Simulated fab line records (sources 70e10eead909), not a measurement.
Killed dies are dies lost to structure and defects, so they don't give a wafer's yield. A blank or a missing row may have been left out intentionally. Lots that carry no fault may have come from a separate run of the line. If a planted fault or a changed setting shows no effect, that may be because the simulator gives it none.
2 desks looking at one fault || flow nand_harc || each desk has only its own numbers; what lay behind them comes last

== AT THE TOOL OWNER'S DESK: implanter-02 ==
NHARC_P_ZERO_WELL_IMPLANT_40, tool's own readings: per-lot mean of the sampled wafers with a number, covering each lot this tool ran. Any lot whose mean is over 4 standard deviations away from the usual mean is out of limits and marked OUT; that distance is given in the brackets.
Columns: A = dose_ions_cm2 at NHARC_P_ZERO_WELL_IMPLANT_40, usual 1e+13; B = faraday_current_uA at NHARC_P_ZERO_WELL_IMPLANT_40, usual 126.9
{"lot": "L113", "first seen here": "day 2 00:17", "A": 1e+13, "B": 129.6}
{"lot": "L114", "first seen here": "day 2 11:01", "A": 1e+13, "B": 126.2}
{"lot": "L118", "first seen here": "day 4 02:46", "A": 1e+13, "B": 127.0}
{"lot": "L119", "first seen here": "day 4 12:43", "A": 1e+13, "B": 124.5}
{"lot": "L122", "first seen here": "day 5 18:24", "A": "2e+13 (+99 or more) OUT", "B": "205.2 (+31) OUT"}
{"lot": "L123", "first seen here": "day 6 04:32", "A": "2e+13 (+99 or more) OUT", "B": "210.1 (+33) OUT"}
{"lot": "L133", "first seen here": "day 10 09:52", "A": 1e+13, "B": 125.5}
{"lot": "L135", "first seen here": "day 11 04:31", "A": 1e+13, "B": 125.9}
{"lot": "L136", "first seen here": "day 11 14:19", "A": 1e+13, "B": 128.3}
Finding of this desk: L122, L123 out of limits; the first was L122 at day 5 18:24, on dose_ions_cm2 at NHARC_P_ZERO_WELL_IMPLANT_40. In limits: L113, L114, L118, L119, L133, L135, L136.

== FROM THE METROLOGY DESK ==
Means of the sampled wafers that have a number, per lot and without regard to the tool the lot ran on: this is what the gauges read. Any lot whose mean is over 4 standard deviations away from the usual mean is out of limits and marked OUT; that distance is given in the brackets.
Columns: A = cd_nm at NHARC_P_ZERO_WELL_CD_MEAS_37, usual 720.1 nm; B = overlay_x_nm at NHARC_P_STI_OVL_MEAS_10, usual 0 nm; C = overlay_y_nm at NHARC_P_STI_OVL_MEAS_10, usual -2 nm
{"lot": "L113", "first seen here": "day 1 23:59", "A": 719.6, "B": -5, "C": 6}
{"lot": "L114", "first seen here": "day 2 10:08", "A": 719.6, "B": 4, "C": 6}
{"lot": "L118", "first seen here": "day 4 02:28", "A": 721.7, "B": 7, "C": 18}
{"lot": "L119", "first seen here": "day 4 12:21", "A": 719.8, "B": -6, "C": -6}
{"lot": "L121", "first seen here": "day 5 08:17", "A": 720.3, "B": -1, "C": -6}
{"lot": "L122", "first seen here": "day 5 18:05", "A": 721.9, "B": 2, "C": -3}
{"lot": "L123", "first seen here": "day 6 04:14", "A": 719.8, "B": -1, "C": -7}
{"lot": "L131", "first seen here": "day 9 12:08", "A": 717.6, "B": 1, "C": 15}
{"lot": "L132", "first seen here": "day 9 22:13", "A": 719.1, "B": -0, "C": -13}
{"lot": "L133", "first seen here": "day 10 08:02", "A": 720.8, "B": 3, "C": 10}
{"lot": "L134", "first seen here": "day 10 18:13", "A": 717.4, "B": -7, "C": 3}
{"lot": "L135", "first seen here": "day 11 04:07", "A": 719.6, "B": 2, "C": -3}
{"lot": "L136", "first seen here": "day 11 13:58", "A": 719.6, "B": -2, "C": -8}
This desk's finding: nothing out of limits on any of the 13 lots.

== ALL TOGETHER ==
On L122, L123, at day 5 18:24, an alarm was possible from the tool owner's desk.
From the metrology desk's view, nothing was out of limits.
The metrology desk has L122, L123 on record, within its limits.
Of the lots named, all ran NHARC_P_ZERO_WELL_IMPLANT_40 on implanter-02.

== WHAT WAS PUT IN BY THE SIMULATOR ==
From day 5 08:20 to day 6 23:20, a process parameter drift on implanter-02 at NHARC_P_ZERO_WELL_IMPLANT_40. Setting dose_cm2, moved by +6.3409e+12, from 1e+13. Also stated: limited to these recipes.
Struck lots among those shown: L122, L123.
Hours from the fault's start to each desk's first reading out of limits: the tool owner's desk, 10.
